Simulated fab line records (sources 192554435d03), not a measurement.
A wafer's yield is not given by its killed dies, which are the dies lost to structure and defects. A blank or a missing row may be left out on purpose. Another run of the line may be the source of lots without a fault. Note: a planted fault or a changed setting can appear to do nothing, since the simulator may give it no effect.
fab line records	flow n5Finfet
record lots=5	wafers=15	lastDay=17
route steps=1938 shown MOL_CONTACT_COAG@569 BEOL_M4@1111 PASSIVATION@1936
lots untouched by any fault: they come from a run of this same line in which no faults occurred
startH: hours from the record's opening day to when the first of the lot's shown wafers began	waitH: hours from the lot's prior step to this one	" unchanged from the row above	L1.1+2: a row that stands for several wafers	- no value present, or no start provided	* or withheld: withheld	< > ~ a bound
route shown NAME@n: NAME is a module with steps in the file, n the number in the route of the first one	usual: mean/standard deviation taken from wafers without a fault	same: alike in all rows	chamber/n: place in a boat	sites: per-site readings	_std_site: the standard deviation of these	_edge_site: outer sites' mean less inner sites'	radiusMm: for every site, how far away it sits from the centre of the wafer	mask NAME#n: copy n	behind: the tool/chamber that last shaped the wafer	hold: cause of the lot's hold/its duration in hours/its outcome	device: transistor that didn't switch, given as n, p or np	end of line: the route-end tests of the same wafers	for a step that has no rows: nothing shown but its recipe	killed: not the wafer's yield, but the dies lost to structure and defects at the first sort	map: the dies of a wafer, with x for killed, . for not killed, _ for no die there
set.NAME: the setting the step ran with; set.NAME@STEP: the setting that earlier step ran with	model.NAME: the simulator's own value behind a step, which no gauge read
a table for each step, a row for each wafer; lots at some steps of the route
services: a tool's chamber out of use, with start hour (startH, from the record's first day; less than 0 if before it), hours out, and reason
## steps
# step N5_MOL_CONTACT_COAG_SOFTBAKE_79
# recipe tempC=110	timeS=60	resist=CAR-EUV
# step N5_MOL_CONTACT_COAG_EXPOSE_81
# recipe maskId=VG	na=0.33	sourceShape=annular	sigmaInner=0.3	sigmaOuter=0.7	polarization=unpolarized	defocusNm=0	doseMj=59.5
# step N5_MOL_CONTACT_COAG_PEB_82
# recipe pebTempC=100	pebTimeS=60	resist=CAR-EUV
# step N5_MOL_CONTACT_COAG_DEVELOP_83
# recipe developTimeS=30	developer=TMAH	resist=CAR-EUV	rinseLiquid=surfactantRinse	dry=airSpin	devTempC=23
# step N5_MOL_CONTACT_COAG_DESCUM_88
# recipe chemistry=O2	timeS=7	sourcePowerW=50	biasPowerW=20	pressureMtorr=20	rfFrequencyHz=2.712e+07	tempC=40	resist=CAR-EUV	o2FlowSccm=225
# step N5_MOL_CONTACT_COAG_ETCH_89
# recipe chemistry=N2/H2	target=underlayer	targetDepthA=130	maskMaterial=CAR-EUV	timeS=10.4	ionEnergyEv=200	pressureMtorr=30	sourceW=840	biasW=150	n2FlowSccm=200	h2FlowSccm=200	ends=cleared
# step N5_MOL_CONTACT_COAG_ETCH_90
# recipe chemistry=CF4	target=SiARC	targetDepthA=130	maskMaterial=CAR-EUV	timeS=21.7	ionEnergyEv=80	pressureMtorr=40	sourceW=545	biasW=36	Ar_flow_sccm=100	cf4FlowSccm=100	ends=cleared
# step N5_MOL_CONTACT_COAG_ALD_131
# recipe material=SiO2	targetThkA=50	tempC=100	aldPrecursorFamily=BDEAS	aldCoReactant=O2-plasma	pulseTimeS=1	coReactantPulseTimeS=1	purgeTimeS=2	coReactantPurgeTimeS=2	aldCycles=35	pressureTorr=2
# step N5_MOL_CONTACT_COAG_ETCHBACK_132
# recipe chemistry=CHF3	target=SiO2	targetDepthA=100	timeS=6.7	ionEnergyEv=200	pressureMtorr=30	sourceW=610	biasW=170	Ar_flow_sccm=200	CHF3_flow_sccm=50
# step N5_MOL_CONTACT_COAG_ETCH_91
# recipe chemistry=N2/H2	target=SOC	targetDepthA=600	overetchA=210	maskMaterial=SiARC	tempC=40	timeS=101.2	ionEnergyEv=200	pressureMtorr=30	sourceW=840	biasW=150	n2FlowSccm=200	h2FlowSccm=200
# usual biasW=150.0/0.42	chamberPressureMTorr=29.998/0.028	drypumpMotorCurrentA=5.6/0.51	oesProductAu=0.69/0.082	rfVppV=523.8/1.8	showerheadPlenumPTorr=2.53/0.073	throttleValvePct=17.86/0.21
lot.wafer	tool	chamber	startH	waitH	biasW	chamberPressureMTorr	drypumpMotorCurrentA	oesProductAu	rfHoursCounterH	rfVppV	showerheadPlenumPTorr	throttleValvePct	model.CAR-EUV_of_MOL_CONTACT_COAG_COAT_78.thkNm	model.underlayer_of_MOL_CONTACT_COAG_COAT_77.thkNm	model.SiARC_of_MOL_CONTACT_COAG_COAT_76.thkNm
L264.2	rieDiel-05	3	160.64	0.0	-	-	-	-	-	-	-	-	15.8	10	10
L264.5	"	2	"	"	-	-	-	-	-	-	-	-	15.8	10	10
L264.6	"	3	"	"	-	-	-	-	-	-	-	-	15.4	10	10
L265.3	rieDiel-05	2	163.82	0.0	-	-	-	-	-	-	-	-	15.6	10	10
L265.5	"	3	"	"	-	-	-	-	-	-	-	-	15.8	10	10
L265.6	"	2	"	"	-	-	-	-	-	-	-	-	15.6	10	10
L266.1	rieDiel-05	2	169.83	0.0	-	-	-	-	-	-	-	-	15.4	10	10
L266.4	"	3	"	"	-	-	-	-	-	-	-	-	15.6	10	10
L266.5	"	1	"	"	-	-	-	-	-	-	-	-	15.6	10	10
L274.1	rieDiel-05	0	211.55	0.0	150.0	29.935	5.9	0.71	55	521.6	2.46	17.67	0	0	5.8
L274.4	"	2	"	"	149.9	30.027	4.9	0.60	178	522.0	2.41	17.91	0	0	5.8
L274.6	"	3	"	"	150.6	29.995	6.1	0.59	-	522.5	2.53	18.17	0	0	6.2
L278.1	rieDiel-03	2	238.74	0.0	150.0	29.976	5.8	0.72	65	525.4	2.60	17.94	0	0	5.6
L278.2	"	1	"	"	150.1	29.951	5.9	0.73	39	523.6	2.47	17.67	0	0	5.8
L278.5	"	1	"	"	149.9	30.023	5.9	0.72	-	521.6	2.47	17.67	0	0	5.8
# step N5_MOL_CONTACT_COAG_STRIP_92
# recipe chemistry=N2/H2	tempC=40	n2FlowSccm=200	h2FlowSccm=200	rfFrequencyHz=6e+07
# step N5_MOL_CONTACT_COAG_STRIP_93
# recipe chemistry=N2/H2	tempC=40	n2FlowSccm=200	h2FlowSccm=200	rfFrequencyHz=6e+07
# step N5_MOL_CONTACT_COAG_ETCHBACK_135
# recipe chemistry=CHF3	target=SiO2	targetDepthA=250	timeS=16.7	ionEnergyEv=200	pressureMtorr=30	sourceW=610	biasW=170	Ar_flow_sccm=200	CHF3_flow_sccm=50
# step N5_MOL_CONTACT_COAG_STRIP_118
# recipe chemistry=CHF3	resist=SiARC	rfFrequencyHz=6e+07
# step N5_MOL_CONTACT_COAG_VIA_ETCH_46
# recipe chemistry=C4F6/O2	targetDepthA=460	overetchA=92	maskMaterial=SOC	target=SiO2	biasW=455	pressureMtorr=10	timeS=40	sourceW=325	Ar_flow_sccm=300	C4F6_flow_sccm=10	O2_flow_sccm=10	ionEnergyEv=575.3	ends=endPoint
# usual C4F6_flow_sccm=10.000/0.029	O2_flow_sccm=10.00/0.031	biasW=455.1/1.4	drypumpMotorCurrentA=5.5/0.5	oesProductAu=0.74/0.087	rfVppV=1582/38	showerheadPlenumPTorr=2.83/0.069	throttleValvePct=41.1/0.44
lot.wafer	tool	chamber	startH	waitH	C4F6_flow_sccm	O2_flow_sccm	biasW	drypumpMotorCurrentA	oesProductAu	rfHoursCounterH	rfVppV	showerheadPlenumPTorr	throttleValvePct
L264.2	rieDiel-05	3	160.76	0.0	10.026	10.01	456.5	6.1	0.27	193	1577	2.82	40.4
L264.5	"	2	"	"	9.987	9.99	453.6	4.8	0.27	-	1513	2.72	40.4
L264.6	"	3	"	"	9.992	9.95	454.6	6.1	0.27	-	1576	2.82	40.4
L265.3	rieDiel-05	2	163.94	0.0	9.971	9.98	454.7	4.8	0.27	162	1513	2.72	40.4
L265.5	"	3	"	"	10.009	9.95	453.4	6.1	0.26	-	1576	2.82	40.4
L265.6	"	2	"	"	9.971	10.00	456.7	4.8	0.28	-	1513	2.72	40.4
L266.1	rieDiel-05	2	169.96	0.0	9.997	10.00	456.0	4.8	0.27	164	1514	2.72	40.4
L266.4	"	3	"	"	9.981	10.02	455.0	6.1	0.27	196	1577	2.82	40.4
L266.5	"	1	"	"	10.022	10.05	453.7	5.1	0.33	-	1635	2.88	40.4
L274.1	rieDiel-05	0	211.67	0.0	9.985	10.00	457.2	5.9	0.76	55	1567	2.78	41.0
L274.4	"	2	"	"	9.986	10.03	457.5	4.9	0.66	178	1514	2.72	40.9
L274.6	"	3	"	"	9.973	9.99	457.5	6.1	0.65	-	1578	2.81	40.9
L278.1	rieDiel-03	2	238.86	0.0	10.063	9.97	454.5	5.8	0.77	65	1621	2.88	41.7
L278.2	"	1	"	"	10.035	9.99	453.0	5.9	0.79	39	1580	2.75	40.4
L278.5	"	1	"	"	9.975	10.03	455.6	5.9	0.79	-	1581	2.75	40.4
# step N5_MOL_CONTACT_COAG_STRIP_96
# recipe chemistry=N2/H2	powerW=500	tempC=40	pressureMtorr=50	rfFrequencyHz=6e+07	overashFraction=0.3	biasPowerW=28	h2Frac=0.5	n2FlowSccm=300	h2FlowSccm=300
# step N5_MOL_CONTACT_COAG_ETCH_47
# recipe chemistry=CH3F/O2	target=SiNx	targetDepthA=270	maskMaterial=SiO2	stopOn=W	overEtchFrac=0.2	ionEnergyEv=120	endpoint=OES-CN	pressureMtorr=30	sourceW=395	biasW=73	Ar_flow_sccm=150	CH3F_flow_sccm=30	O2_flow_sccm=20	ends=endPoint
# usual CH3F_flow_sccm=30.01/0.089	O2_flow_sccm=20.00/0.058	biasW=73.00/0.23	drypumpMotorCurrentA=5.5/0.5	etchRfOnTimeS=31.3/0.8	oesProductAu=0.74/0.093	rfVppV=296/7.5	showerheadPlenumPTorr=1.99/0.049	throttleValvePct=16.35/0.23
lot.wafer	tool	chamber	startH	waitH	CH3F_flow_sccm	O2_flow_sccm	biasW	drypumpMotorCurrentA	etchRfOnTimeS	oesProductAu	rfHoursCounterH	rfVppV	showerheadPlenumPTorr	throttleValvePct	model.etch.overEtchS
L264.2	rieDiel-05	3	160.87	0.0	30.14	19.97	72.64	6.1	50.8	0.27	193	295	1.98	16.47	0
L264.5	"	2	"	"	30.00	20.07	72.84	4.8	50.8	0.28	-	284	1.92	16.42	0
L264.6	"	3	"	"	30.11	20.00	72.89	6.1	50.8	0.27	-	296	1.98	16.50	0
L265.3	rieDiel-05	2	164.05	0.0	30.06	20.03	73.48	4.8	50.8	0.28	162	284	1.92	16.43	0
L265.5	"	3	"	"	29.98	20.02	72.70	6.1	50.8	0.27	-	294	1.98	16.48	0
L265.6	"	2	"	"	29.97	19.99	73.00	4.8	50.8	0.27	-	282	1.92	16.42	0
L266.1	rieDiel-05	2	170.06	0.0	29.93	20.04	73.21	4.8	50.8	0.27	164	282	1.92	16.42	0
L266.4	"	3	"	"	29.95	20.04	72.89	6.1	50.8	0.27	196	295	1.98	16.47	0
L266.5	"	1	"	"	30.07	19.86	72.78	5.1	50.8	0.32	-	307	2.03	16.09	0
L274.1	rieDiel-05	0	211.78	0.0	29.95	20.00	73.10	5.9	30.6	0.77	55	293	1.95	16.43	5.097
L274.4	"	2	"	"	30.09	20.08	72.43	4.8	31.2	0.64	178	283	1.91	16.50	5.202
L274.6	"	3	"	"	29.97	19.99	73.08	6.1	33.3	0.61	-	295	1.98	16.54	5.556
L278.1	rieDiel-03	2	238.97	0.0	29.84	20.06	73.11	5.8	30.0	0.77	65	304	2.03	16.11	4.995
L278.2	"	1	"	"	29.83	20.02	73.05	5.9	30.7	0.79	39	296	1.94	16.16	5.116
L278.5	"	1	"	"	29.91	20.00	72.65	5.9	30.4	0.79	-	298	1.93	16.18	5.066
# step N5_MOL_CONTACT_COAG_STRIP_119
# recipe chemistry=N2/H2	timeS=30	powerW=1000	tempC=250	pressureMtorr=withheld	n2FlowSccm=1750	h2FlowSccm=3250
# step N5_MOL_CONTACT_COAG_PRECLEAN_144
# recipe chemistry=alkalineClean	tempC=60	timeS=60	doPpb=50
# step N5_MOL_CONTACT_COAG_SRD_145
# recipe dry=ipaMarangoni	timeS=30	tempC=23	rinseLiquid=diw
# step N5_MOL_CONTACT_COAG_CD_MEAS_137
# recipe targetCdNm=16
# usual cdNm=15.9/0.44
lot.wafer	tool	chamber	startH	waitH	cdNm
L264.2	cdSem-02	-	161.10	0.0	-
L264.5	"	-	"	"	-
L264.6	"	-	"	"	-
L265.3	cdSem-03	-	164.28	0.0	-
L265.5	"	-	"	"	-
L265.6	"	-	"	"	-
L266.1	cdSem-02	-	170.29	0.0	-
L266.4	"	-	"	"	-
L266.5	"	-	"	"	-
L274.1	cdSem-01	-	212.01	0.0	16.4
L274.4	"	-	"	"	16.2
L274.6	"	-	"	"	15.2
L278.1	cdSem-03	-	239.20	0.0	15.7
L278.2	"	-	"	"	15.8
L278.5	"	-	"	"	15.9
# step N5_MOL_CONTACT_COAG_COAT_62
# recipe resist=SOC	tempC=250	timeS=60	spinRpm=1500	resistThkNm=60
# step N5_BEOL_M4_RC_MEAS_101
# usual DIBL_N=36.9/2.1	DIBL_P=37.1/2.5	IOFF_N=0.17/0.039	IOFF_P=0.23/0.043	ION_N=673/15	ION_P=462/9.1	SS_N=71.8/0.69	SS_P=73.6/0.74	VT_N=250/3.6	VT_P=-249.7/2.9
lot.wafer	tool	chamber	startH	waitH	DIBL_N[mV/V]	DIBL_P[mV/V]	IOFF_N[nA/um]	IOFF_P[nA/um]	ION_N[uA/um]	ION_P[uA/um]	SS_N[mV/dec]	SS_P[mV/dec]	VT_N[mV]	VT_P[mV]
L274.1	prober-01	0	283.97	0.0	37.0	35.9	0.18	0.20	680	461	72.4	73.5	249	-250.5
L274.4	"	0	"	"	37.0	38.2	0.19	0.25	680	463	71.8	74.2	246	-246.9
L274.6	"	0	"	"	39.0	40.5	0.22	0.28	679	463	72.7	74.5	246	-246.6
L278.1	prober-01	0	302.17	0.0	33.8	34.9	0.13	0.20	674	471	71.3	73.2	253	-249.9
L278.2	"	0	"	"	36.7	38.8	0.19	0.27	696	485	71.8	74.3	246	-246.4
L278.5	"	0	"	"	36.2	37.2	0.18	0.25	694	476	71.3	73.7	246	-244.1
# step N5_PASSIVATION_PROBE_49
# usual defectLimitedYield=91.3/1.4	killed_at_M0_to_M3=32/9.5	killed_at_M4_up=14/5.2	killedAtContacts=13/5.7	killedAtFrontEnd=41/12	killedAtOther=3.5/2.6	killedDies=103/17	killedOnRim=14/4	killedOpen=68/14	killedShort=32/7	sort_bin_5_function=5.0/0.91	sort_bin_6_memory=3.3/0.7	sortNPass=1076/17	sortYieldPct=91.2/1.4
# same grossDies=1180	killedAtBackSide=0	sort_bin_4_leakage[%]=0	sort_bin_8_speed[%]=0
lot.wafer	tool	chamber	startH	waitH	defectLimitedYield[%]	killed_at_M0_to_M3	killed_at_M4_up	killedAtContacts	killedAtFrontEnd	killedAtOther	killedDies	killedOnRim	killedOpen	killedShort	sort_bin_5_function[%]	sort_bin_6_memory[%]	sortNPass	sortYieldPct[%]
L265.3	prober-01	-	331.27	0.1	0	18	17	1100	37	8	1180	152	48	36	97.3	2.4	0	0
L265.5	prober-01	-	331.37	0.2	0	20	12	1085	63	0	1180	152	72	29	95.4	4.3	0	0
L265.6	prober-01	-	331.42	0.3	0	24	12	1102	39	3	1180	152	71	22	97.4	2.6	0	0
L264.2	prober-02	-	331.30	0.1	0	30	17	1076	52	5	1180	152	73	44	96.6	3.0	0	0
L264.5	prober-02	-	331.45	0.2	0	21	16	1090	53	0	1180	152	56	44	96.1	3.4	0	0
L264.6	prober-02	-	331.50	0.3	0	18	8	1110	42	2	1180	152	56	27	96.7	3.0	0	0
L266.1	prober-01	-	342.37	0.0	0	21	11	1085	53	10	1180	152	80	28	96.4	3.3	0	0
L266.4	prober-01	-	342.52	0.2	0	22	8	1083	58	9	1180	152	71	37	95.8	3.6	0	0
L266.5	prober-01	-	342.57	0.2	0	16	22	1083	53	6	1180	152	72	35	96.4	3.4	0	0
L274.1	prober-01	-	389.90	0.0	91.0	47	7	10	37	5	106	12	71	32	5.1	3.6	1074	91.0
L274.4	prober-01	-	390.05	0.2	89.7	33	28	17	36	7	121	16	85	34	5.6	4.0	1059	89.7
L274.6	prober-01	-	390.15	0.3	90.0	40	18	9	47	4	118	18	73	41	6.1	3.7	1062	90.0
# killed by level:class
L265.3 MOL_CONTACT_COAG:areaEtch=1096 STI_FIN_REVEAL:geometricParticle:open=9 FIN_SAQP:geometricParticle:open=6 FIN_SAQP:geometricParticle:short=6 BEOL_M0_SAQP:geometricParticle:short=5 BEOL_M0_SAQP:geometricParticle:open=4 BEOL_M4:geometricParticle:open=4 STI_FIN_REVEAL:geometricParticle:short=3
L264.2 MOL_CONTACT_COAG:areaEtch=1061 FIN_SAQP:geometricParticle:open=19 BEOL_M4:geometricParticle:open=12 FIN_SAQP:geometricParticle:short=11 MOL_CONTACT_COAG:geometricParticle:open=11 STI_FIN_REVEAL:geometricParticle:open=9 BEOL_M0_SAQP:geometricParticle:short=8 BEOL_M0_SAQP:geometricParticle:open=6
L265.5 MOL_CONTACT_COAG:areaEtch=1078 STI_FIN_REVEAL:geometricParticle:open=23 FIN_SAQP:geometricParticle:short=11 FIN_SAQP:geometricParticle:open=9 BEOL_M1:geometricParticle:open=7 BEOL_M4:geometricParticle:open=7 STI_FIN_REVEAL:geometricParticle:short=6 MOL_CONTACT_COAG:geometricParticle:open=6
L265.6 MOL_CONTACT_COAG:areaEtch=1087 MOL_CONTACT_COAG:geometricParticle:open=14 BEOL_M1:geometricParticle:open=13 FIN_SAQP:geometricParticle:short=12 STI_FIN_REVEAL:geometricParticle:open=11 FIN_SAQP:geometricParticle:open=8 BEOL_M0_SAQP:geometricParticle:open=6 BEOL_M5:geometricParticle:open=6
L264.5 MOL_CONTACT_COAG:areaEtch=1080 FIN_SAQP:geometricParticle:open=19 FIN_SAQP:geometricParticle:short=16 MOL_CONTACT_COAG:geometricParticle:open=8 BEOL_M4:geometricParticle:open=8 BEOL_M0_SAQP:geometricParticle:short=5 BEOL_M2:geometricParticle:short=5 BEOL_M0_SAQP:geometricParticle:open=4
L264.6 MOL_CONTACT_COAG:areaEtch=1095 FIN_SAQP:geometricParticle:open=16 MOL_CONTACT_COAG:geometricParticle:open=14 FIN_SAQP:geometricParticle:short=8 GATE_CUT:geometricParticle:short=6 BEOL_M3:geometricParticle:short=4 BEOL_M4:geometricParticle:open=4 STI_FIN_REVEAL:geometricParticle:open=3
L266.1 MOL_CONTACT_COAG:areaEtch=1070 STI_FIN_REVEAL:geometricParticle:open=13 MOL_CONTACT_COAG:geometricParticle:open=13 FIN_SAQP:geometricParticle:open=10 FIN_SAQP:geometricParticle:short=6 BEOL_M0_SAQP:geometricParticle:open=5 BEOL_M4:geometricParticle:open=5 ILD0:geometricParticle:open=4
L266.4 MOL_CONTACT_COAG:areaEtch=1070 STI_FIN_REVEAL:geometricParticle:open=20 MOL_CONTACT_COAG:geometricParticle:open=10 FIN_SAQP:geometricParticle:open=9 STI_FIN_REVEAL:geometricParticle:short=7 BEOL_M2:geometricParticle:open=7 ILD0:geometricParticle:short=5 FIN_SAQP:geometricParticle:short=4
L266.5 MOL_CONTACT_COAG:areaEtch=1073 FIN_SAQP:geometricParticle:open=14 GATE_CUT:geometricParticle:short=10 BEOL_M4:geometricParticle:open=9 MOL_CONTACT_COAG:geometricParticle:open=8 STI_FIN_REVEAL:geometricParticle:open=7 FIN_SAQP:geometricParticle:short=6 BEOL_M5:geometricParticle:open=4
L274.1 BEOL_M2:geometricParticle:open=16 BEOL_M0_SAQP:geometricParticle:open=12 FIN_SAQP:geometricParticle:open=9 STI_FIN_REVEAL:geometricParticle:open=8 MOL_CONTACT_COAG:geometricParticle:open=8 BEOL_M0_SAQP:geometricParticle:short=6 FIN_SAQP:geometricParticle:short=5 STARTING-WAFER:geometricParticle:short=4
L274.4 MOL_CONTACT_COAG:geometricParticle:open=15 BEOL_M2:geometricParticle:open=13 FIN_SAQP:geometricParticle:short=10 BEOL_M4:geometricParticle:open=10 BEOL_M0_SAQP:geometricParticle:short=7 BEOL_M0_SAQP:geometricParticle:open=6 BEOL_M5:geometricParticle:open=6 FIN_SAQP:geometricParticle:open=5
L274.6 MOL_CONTACT_COAG:geometricParticle:open=9 BEOL_M2:geometricParticle:open=9 FIN_SAQP:geometricParticle:open=8 STI_FIN_REVEAL:geometricParticle:open=8 FIN_SAQP:geometricParticle:short=7 BEOL_M3:geometricParticle:open=7 BEOL_M4:geometricParticle:open=7 BEOL_M0_SAQP:geometricParticle:short=6
# map L264.2 (x killed, . not)
_________________xxxxxxxxxxxx________________
______________xxxxxxxxxxxxxxxxxx_____________
___________xxxxxxxxxxxxxxxxxxxxxxxx__________
__________xxxxxxxxxxxxxxxxxxxxxxxxxx_________
________xxxxxxxxxxxxxxxxxxxxxxxxxxxxxx_______
_______xxxxxxxxxxxxxxxxxxxxxxxxxxxxxxxx______
______xxxxxxxxxxxxxxxxxxxxxxxxxxxxxxxxxx_____
_____xxxxxxxxxxxxxxxxxxxxxxxxxxxxxxxxxxxx____
____xxxxxxxxxxxxxxxxxxxxxxxxxxxxxxxxxxxxxx___
___xxxxxxxxxxxxxxxxxxxxxxxxxxxxxxxxxxxxxxxx__
___xxxxxxxxxxxxxxxxxxxxxxxxxxxxxxxxxxxxxxxx__
__xxxxxxxxxxxxxxxxxxxxxxxxxxxxxxxxxxxxxxxxxx_
__xxxxxxxxxxxxxxxxxxxxxxxxxxxxxxxxxxxxxxxxxx_
_xxxxxxxxxxxxxxxxxxxxxxxxxxxxxxxxxxxxxxxxxxxx
_xxxxxxxxxxxxxxxxxxxxxxxxxxxxxxxxxxxxxxxxxxxx
_xxxxxxxxxxxxxxxxxxxxxxxxxxxxxxxxxxxxxxxxxxxx
_xxxxxxxxxxxxxxxxxxxxxxxxxxxxxxxxxxxxxxxxxxxx
_xxxxxxxxxxxxxxxxxxxxxxxxxxxxxxxxxxxxxxxxxxxx
_xxxxxxxxxxxxxxxxxxxxxxxxxxxxxxxxxxxxxxxxxxxx
_xxxxxxxxxxxxxxxxxxxxxxxxxxxxxxxxxxxxxxxxxxxx
_xxxxxxxxxxxxxxxxxxxxxxxxxxxxxxxxxxxxxxxxxxxx
__xxxxxxxxxxxxxxxxxxxxxxxxxxxxxxxxxxxxxxxxxx_
__xxxxxxxxxxxxxxxxxxxxxxxxxxxxxxxxxxxxxxxxxx_
___xxxxxxxxxxxxxxxxxxxxxxxxxxxxxxxxxxxxxxxx__
___xxxxxxxxxxxxxxxxxxxxxxxxxxxxxxxxxxxxxxxx__
____xxxxxxxxxxxxxxxxxxxxxxxxxxxxxxxxxxxxxx___
_____xxxxxxxxxxxxxxxxxxxxxxxxxxxxxxxxxxxx____
______xxxxxxxxxxxxxxxxxxxxxxxxxxxxxxxxxx_____
_______xxxxxxxxxxxxxxxxxxxxxxxxxxxxxxxx______
________xxxxxxxxxxxxxxxxxxxxxxxxxxxxxx_______
__________xxxxxxxxxxxxxxxxxxxxxxxxxx_________
___________xxxxxxxxxxxxxxxxxxxxxxxx__________
______________xxxxxxxxxxxxxxxxxx_____________
_________________xxxxxxxxxxxx________________
# map L265.3 (x killed, . not)
_________________xxxxxxxxxxxx________________
______________xxxxxxxxxxxxxxxxxx_____________
___________xxxxxxxxxxxxxxxxxxxxxxxx__________
__________xxxxxxxxxxxxxxxxxxxxxxxxxx_________
________xxxxxxxxxxxxxxxxxxxxxxxxxxxxxx_______
_______xxxxxxxxxxxxxxxxxxxxxxxxxxxxxxxx______
______xxxxxxxxxxxxxxxxxxxxxxxxxxxxxxxxxx_____
_____xxxxxxxxxxxxxxxxxxxxxxxxxxxxxxxxxxxx____
____xxxxxxxxxxxxxxxxxxxxxxxxxxxxxxxxxxxxxx___
___xxxxxxxxxxxxxxxxxxxxxxxxxxxxxxxxxxxxxxxx__
___xxxxxxxxxxxxxxxxxxxxxxxxxxxxxxxxxxxxxxxx__
__xxxxxxxxxxxxxxxxxxxxxxxxxxxxxxxxxxxxxxxxxx_
__xxxxxxxxxxxxxxxxxxxxxxxxxxxxxxxxxxxxxxxxxx_
_xxxxxxxxxxxxxxxxxxxxxxxxxxxxxxxxxxxxxxxxxxxx
_xxxxxxxxxxxxxxxxxxxxxxxxxxxxxxxxxxxxxxxxxxxx
_xxxxxxxxxxxxxxxxxxxxxxxxxxxxxxxxxxxxxxxxxxxx
_xxxxxxxxxxxxxxxxxxxxxxxxxxxxxxxxxxxxxxxxxxxx
_xxxxxxxxxxxxxxxxxxxxxxxxxxxxxxxxxxxxxxxxxxxx
_xxxxxxxxxxxxxxxxxxxxxxxxxxxxxxxxxxxxxxxxxxxx
_xxxxxxxxxxxxxxxxxxxxxxxxxxxxxxxxxxxxxxxxxxxx
_xxxxxxxxxxxxxxxxxxxxxxxxxxxxxxxxxxxxxxxxxxxx
__xxxxxxxxxxxxxxxxxxxxxxxxxxxxxxxxxxxxxxxxxx_
__xxxxxxxxxxxxxxxxxxxxxxxxxxxxxxxxxxxxxxxxxx_
___xxxxxxxxxxxxxxxxxxxxxxxxxxxxxxxxxxxxxxxx__
___xxxxxxxxxxxxxxxxxxxxxxxxxxxxxxxxxxxxxxxx__
____xxxxxxxxxxxxxxxxxxxxxxxxxxxxxxxxxxxxxx___
_____xxxxxxxxxxxxxxxxxxxxxxxxxxxxxxxxxxxx____
______xxxxxxxxxxxxxxxxxxxxxxxxxxxxxxxxxx_____
_______xxxxxxxxxxxxxxxxxxxxxxxxxxxxxxxx______
________xxxxxxxxxxxxxxxxxxxxxxxxxxxxxx_______
__________xxxxxxxxxxxxxxxxxxxxxxxxxx_________
___________xxxxxxxxxxxxxxxxxxxxxxxx__________
______________xxxxxxxxxxxxxxxxxx_____________
_________________xxxxxxxxxxxx________________
## services
tool	chamber	startH	hours	kind
rieDiel-03	0	149.30	-	clean
rieDiel-03	0	149.30	-	consumableReplace:focusRing
rieDiel-03	0	149.30	25.7	scheduledDown
rieDiel-03	0	149.30	25.7	ventCycle
rieDiel-03	-	158.24	0.4	repair
rieDiel-03	3	168.79	4.2	repair
rieDiel-03	3	205.74	-	clean
rieDiel-03	3	205.74	-	consumableReplace:focusRing
rieDiel-03	3	205.74	18.8	scheduledDown
rieDiel-03	3	205.74	18.8	ventCycle
rieDiel-03	0	218.61	7.7	repair
rieDiel-05	-	229.22	0.1	repair
## key
firstSign step=N5_MOL_CONTACT_COAG_ETCH_91	reading=toolRecord	direction=missing
effect step=N5_MOL_CONTACT_COAG_VIA_ETCH_46	reading=oesProductAu	direction=down	sigmas=5.3	usual=0.74	struck=0.28
effect step=N5_MOL_CONTACT_COAG_ETCH_47	reading=etchRfOnTimeS	direction=up	sigmas=24	usual=*	struck=*
effect step=N5_MOL_CONTACT_COAG_CD_MEAS_137	reading=cdNm	direction=missing
effect step=N5_PASSIVATION_PROBE_49	reading=killedAtContacts	direction=up	sigmas=99+	usual=13	struck=1090
modelEffect step=N5_MOL_CONTACT_COAG_ETCH_91	value=CAR-EUV_of_MOL_CONTACT_COAG_COAT_78.thkNm	without=0	struck=15.62
modelEffect step=N5_MOL_CONTACT_COAG_ETCH_47	value=etch.overEtchS	without=5.313	struck=0
moreKillsBornAt N5_MOL_CONTACT_COAG_ETCH_91@rieDiel-05=9710
metAt N5_MOL_CONTACT_COAG_ETCH_91
struckWafers L264.2,L264.5,L264.6,L265.3,L265.5,L265.6,L266.1,L266.4,L266.5
laterRowsLeftOut L264.2,L264.5,L264.6,L265.3,L265.5,L265.6,L266.1,L266.4,L266.5
fault kind=skippedStepWhole	tool=rieDiel-05	chamber=-	onsetH=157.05	steps=N5_MOL_CONTACT_COAG_ETCH_91	scope=struckLotsOnly
# laterRowsLeftOut: the simulator's readings of these wafers behind a module that went badly wrong aren't trusted and aren't shown, but for the sort
